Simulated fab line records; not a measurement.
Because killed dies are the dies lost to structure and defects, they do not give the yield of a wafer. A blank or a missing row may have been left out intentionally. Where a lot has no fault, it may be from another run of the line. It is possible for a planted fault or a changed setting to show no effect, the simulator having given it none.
Matching of chambers    flow nand-harc    pecvd-03 running NHARC_A_STAIRCASE_DEP_301: 3 sister chambers
The step deposits SiON, target thk 30 nm. 3 wafers are shown with their chamber, then 9 later ones without.

== WAFERS WITH THEIR CHAMBER ==
wafer   chamber  heater-power-w (W)
L086.1  0        849
L086.2  2        731
L086.4  1        701

== WAFERS MISSING THEIR CHAMBER ==
wafer   heater-power-w (W)
L089.4  783
L089.5  817
L089.6  719
L093.2  818
L093.5  826
L093.6  623
L096.1  634
L096.3  698
L096.4  642

== THE CHAMBER EACH PASSED THROUGH ==
wafer   from the rows above           in truth
L089.4  can't be placed: 2 or 0 or 1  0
L089.5  can't be placed: 0 or 2 or 1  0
L089.6  can't be placed: 2 or 1       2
L093.2  can't be placed: 0 or 2 or 1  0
L093.5  can't be placed: 0 or 2       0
L093.6  can't be placed: 1 or 2       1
L096.1  can't be placed: 1 or 2       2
L096.3  can't be placed: 1 or 2       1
L096.4  can't be placed: 1 or 2       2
0 of 9 placed correctly. Unplaceable from these rows: 9, with the true chamber sitting among the candidates in 9. Placed wrongly: 0.
How it was worked out, from the rows above alone: a wafer's distance from a chamber is the root of the sum, over the readings, of the square of ((its reading less the chamber's mean) divided by the reading's scatter). If the next closest chamber is less than 2 further off than the closest, the wafer can't be placed; otherwise it belongs to the closest. A chamber's mean is the mean of its shown wafers. The scatter: with one shown wafer a chamber, the root of the mean of the squares of how far each hidden wafer lies from its nearest shown one.
